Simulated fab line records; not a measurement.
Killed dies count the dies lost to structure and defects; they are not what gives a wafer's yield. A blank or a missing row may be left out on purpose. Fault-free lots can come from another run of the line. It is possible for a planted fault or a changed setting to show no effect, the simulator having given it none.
Comparing a struck lot with a sound one :: flow n5Finfet :: 15 out of 1938 route steps
Sound: wafers L466.1, L466.3, L466.5. Struck: wafer L477.4 (left out: L477.3, a lot-mate that was not struck); the cause follows at the end.
Per side, at each step with rows, come the tool, then ch with its chambers, and then its first start. Under that, the readings that differ: sound wafers :: struck wafers :: difference of the means :: sigmas: that difference in standard deviations of wafers without a fault.
alike: readings with means less than 2 such deviations apart, plus words and numbers identical on both sides. not compared: withheld readings, readings lacking a value on some wafer, bounds such as >300 that could conceal the same value, and numbers that have no deviation in the record and whose values overlap.
Wherever a step has rows on one side only, a row that says differs or no value, or a row with sigmas, the two part there. When numbers do not overlap yet have no deviation, they are printed without sigmas and do not part them. Lack of a reading on every wafer of one side parts them only where that side has two or more wafers.

first, 2 steps without rows for these wafers: N5_HKMG_FIN_STRIP_89 (strips SOC in N2/H2, time 20 s); N5_HKMG_FIN_WET_ETCH_87 (etches TiN in SC1, time 154.2 s, target depth 4.7 nm, rinse time 30 s).
N5_HKMG_FIN_STRIP_88: strips in N2/H2, time 360 s.
  sound on plasmaAsher-02 ch 1, day 4 15:53; struck on plasmaAsher-02 ch 0, day 7 10:28
  alike: drypumpMotorCurrentA, heaterPowerW, tempC
  not compared: rfHoursCounterH
N5_HKMG_FIN_NWFM_ALD_20: deposits TiAlC, target thk 2 nm, pulse time 3 s, purge time 2 s.
  sound on aldMetal-03 ch 0,3, day 4 16:17; struck on aldMetal-04 ch 2, day 7 10:44
reading: heaterPowerW (W)
sound: 437 376 373
struck: 579
difference: +184
sigmas: +3
  alike: precursorPulseHeightRel
  not compared: aldCycles
then, 2 steps without rows for these wafers: N5_HKMG_FIN_ALD_71 (deposits TiN, target thk 1 nm, pulse time 1 s, purge time 3 s); N5_HKMG_FIN_COAT_66 (time 60 s, resist thk 300 nm).
N5_HKMG_FIN_ETCH_67: etches SOC in N2/H2, stops on TiN, target depth 388.9 nm.
  sound on rieDiel-06 ch 0,1,3, day 4 16:43; struck on rieDiel-06 ch 1, day 7 11:10
reading: biasW (W)
sound: 60.91 60.98 61.08
struck: 61.47
difference: +0.48
sigmas: +3

reading: rfVppV (V)
sound: 241.3 240.2 239.2
struck: 243.0
difference: +2.8
sigmas: +2
  alike: drypumpMotorCurrentA, oesProductAu, showerheadPlenumPTorr, throttleValvePct
  not compared: rfHoursCounterH
then, 3 steps without rows for these wafers: N5_HKMG_FIN_STRIP_90 (strips SOC in N2/H2, time 20 s); N5_HKMG_FIN_WET_ETCH_73 (etches the open film in SC1, time 42.3 s, target depth 1.3 nm, rinse time 30 s); N5_HKMG_FIN_ETCHBACK_68 (etches the open film in Cl2/Ar, stops on HfO2, target depth 0.5 nm).
N5_HKMG_FIN_STRIP_69: strips in N2/H2, time 360 s.
  sound on plasmaAsher-02 ch 0,1, day 4 17:04; struck on plasmaAsher-02 ch 1, day 7 11:39
  alike: drypumpMotorCurrentA, heaterPowerW, tempC
  not compared: rfHoursCounterH
then, 1 step without rows for these wafers: N5_HKMG_FIN_ALD_21 (deposits TiN, target thk 1.5 nm, pulse time 1 s, purge time 3 s).
N5_HKMG_FIN_ALD_72: deposits W, target thk 2 nm, pulse time 1 s, purge time 2 s.
  sound on cvdW-01 ch 0,1, day 4 17:49; struck on cvdW-01 ch 0, day 7 12:18
reading: aldCycles
sound: 7 7 7
struck: 9
difference: +2
sigmas: 

reading: model.W_of_HKMG_FIN_ALD_72.thkNm (nm)
sound: 2 2 2
struck: 2.4
difference: +0.4
sigmas: 
  alike: heaterPowerW, precursorPulseHeightRel
N5_HKMG_FIN_W_FILL_22: material W, target thk 60 nm, time 18.2 s.
  sound on cvdW-01 ch 0,1, day 4 17:53; struck on cvdW-01 ch 0, day 7 12:21
  alike: heaterPowerW, throttleValvePct
-- a jump in the record: the struck wafers' starts before and after are 4 days apart (it breaks off in module HKMG_FIN and resumes in module BEOL_M4, where the first step shown is number 1111 of the route) --
N5_BEOL_M4_RC_MEAS_101:
  sound on prober-02 ch 0, day 8 10:01; struck on prober-01 ch 0, day 11 07:29
  alike: DIBL_N, DIBL_P, IOFF_N, IOFF_P, ION_N, ION_P, SS_N, SS_P, VT_N, VT_P

## WHERE THEY PART
First at N5_HKMG_FIN_NWFM_ALD_20; last, within this record, at N5_HKMG_FIN_ETCH_67. Later steps at which nothing parts them and some readings are alike: N5_HKMG_FIN_STRIP_69, N5_HKMG_FIN_ALD_72, N5_HKMG_FIN_W_FILL_22, N5_BEOL_M4_RC_MEAS_101.

WHY: whatever the simulator had introduced
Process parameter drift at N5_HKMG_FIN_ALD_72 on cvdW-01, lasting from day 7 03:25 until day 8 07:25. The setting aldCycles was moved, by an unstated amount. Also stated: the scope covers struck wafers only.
